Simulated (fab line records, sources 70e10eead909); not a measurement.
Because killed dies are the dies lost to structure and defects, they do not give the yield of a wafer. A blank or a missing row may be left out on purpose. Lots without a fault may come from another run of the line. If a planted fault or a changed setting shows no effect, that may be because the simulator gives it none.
Comparing a struck lot with a sound one + flow nandHarc + 14 steps out of a route of 1302
Sound: the wafers L839.1, L839.2, L839.5. Struck: wafer L850.5. (L850.1, L850.2 of the same lot were not struck and are left out.) The cause comes at the end.
Per side, at each step with rows, come the tool, then ch with its chambers, and then its first start. Under that, the readings that differ: sound wafers + struck wafers + difference of the means + sigmas: that difference in standard deviations of wafers without a fault.
alike: words and numbers the same on both sides, and readings whose means are apart by under 2 such deviations; not compared: readings that were withheld, readings missing a value for some wafer, numbers with overlapping values and no deviation given by the record, and bounds like >300 which may hide the same value.
Wherever a step has rows on one side only, a row that says differs or no value, or a row with sigmas, the two part there. Numbers that don't overlap but have no deviation are shown without sigmas and don't part them. A reading missing from all wafers of one side parts the sides only when that side holds two or more wafers.

first, 4 steps without rows for these wafers: NHARC_A_STAIRCASE_EXPOSE_06 (exposes mask STAIR); NHARC_A_STAIRCASE_PEB_07 (peb time 130 s); NHARC_A_STAIRCASE_DEVELOP_08 (time 140 s); NHARC_A_STAIRCASE_HARDBAKE_10 (time 140 s).
NHARC_A_STAIRCASE_DESCUM_11: chemistry O2, time 3 s.
  sound on rieDiel-03 ch 0,3, day 15 15:07; struck on rieDiel-03 ch 1, day 20 00:02
  alike: drypumpMotorCurrentA, mfcArSccm, o2FlowSccm, oesProductAu, rfVppV, showerheadPlenumPTorr, throttleValvePct
  not compared: rfHoursCounterH
then, 1 step without rows for these wafers: NHARC_A_STAIRCASE_TRIM_12 (chemistry O2, time 211.2 s).
NHARC_A_STAIRCASE_ETCH_13: etches the open film in C4F8/O2, target depth 100 nm, time 40.5 s.
  sound: rieDiel-03 ch 1,2,3; struck: rieDiel-03 ch 0
  alike: biasW, oesProductAu, rfFwdPowerW, rfVppV
  not compared: rfHoursCounterH
NHARC_A_STAIRCASE_TRIM_14: chemistry O2, time 211.2 s.
  sound: rieDiel-03 ch 2,3; struck: rieDiel-03 ch 0
  alike: drypumpMotorCurrentA, mfcArSccm, o2FlowSccm, oesProductAu, rfVppV, showerheadPlenumPTorr, throttleValvePct
  not compared: rfHoursCounterH
then, 1 step without rows for these wafers: NHARC_A_STAIRCASE_ETCH_15 (etches the open film in C4F8/O2, target depth 100 nm, time 40.5 s).
NHARC_A_STAIRCASE_TRIM_16: chemistry O2, time 211.2 s.
  sound: rieDiel-03 ch 0,2,3; struck: rieDiel-03 ch 1
  alike: drypumpMotorCurrentA, mfcArSccm, o2FlowSccm, oesProductAu, rfVppV, showerheadPlenumPTorr, throttleValvePct
  not compared: rfHoursCounterH
NHARC_A_STAIRCASE_ETCH_17: etches the open film in C4F8/O2, target depth 100 nm, time 40.5 s.
  sound: rieDiel-03 ch 0,1,3; struck: rieDiel-03 ch 1
  alike: biasW, oesProductAu, rfFwdPowerW, rfVppV
  not compared: rfHoursCounterH
NHARC_A_STAIRCASE_TRIM_18: chemistry O2, time 211.2 s.
  sound on rieDiel-03 ch 2,3, day 15 15:53; struck on rieDiel-03 ch 0, day 20 00:49
| reading                      | sound             | struck | difference | sigmas |
|------------------------------|-------------------|--------|------------|--------|
| oesProductAu (a.u.)          | 1.015 1.008 1.018 | 1.235  | +0.221     | +18    |
| rfVppV (V)                   | 58.7 58.4 58.4    | 56.6   | -1.9       | -2     |
| showerheadPlenumPTorr (Torr) | 3.80 3.46 3.80    | 3.43   | -0.26      | -2     |
  alike: drypumpMotorCurrentA, mfcArSccm, o2FlowSccm, throttleValvePct
  not compared: rfHoursCounterH
then, 1 step without rows for these wafers: NHARC_A_STAIRCASE_ETCH_19 (etches the open film in C4F8/O2, target depth 100 nm, time 40.5 s).
-- the record jumps here: 9 days lie between the struck wafers' starts before and after (it left off in module A_STAIRCASE and takes up again in module END, whose first step shown is number 1302 of the route) --
NHARC_END_SORT_01:
  at this point the record logs the struck wafers (prober-01 ch 0, day 28 13:52) and has no rows for the sound ones

WHERE THEY PART
First at NHARC_A_STAIRCASE_TRIM_18; last, within this record, at NHARC_END_SORT_01.

WHY: whatever the simulator had introduced
rieDiel-03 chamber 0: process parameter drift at NHARC_A_STAIRCASE_TRIM_18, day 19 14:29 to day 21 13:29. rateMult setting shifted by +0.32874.
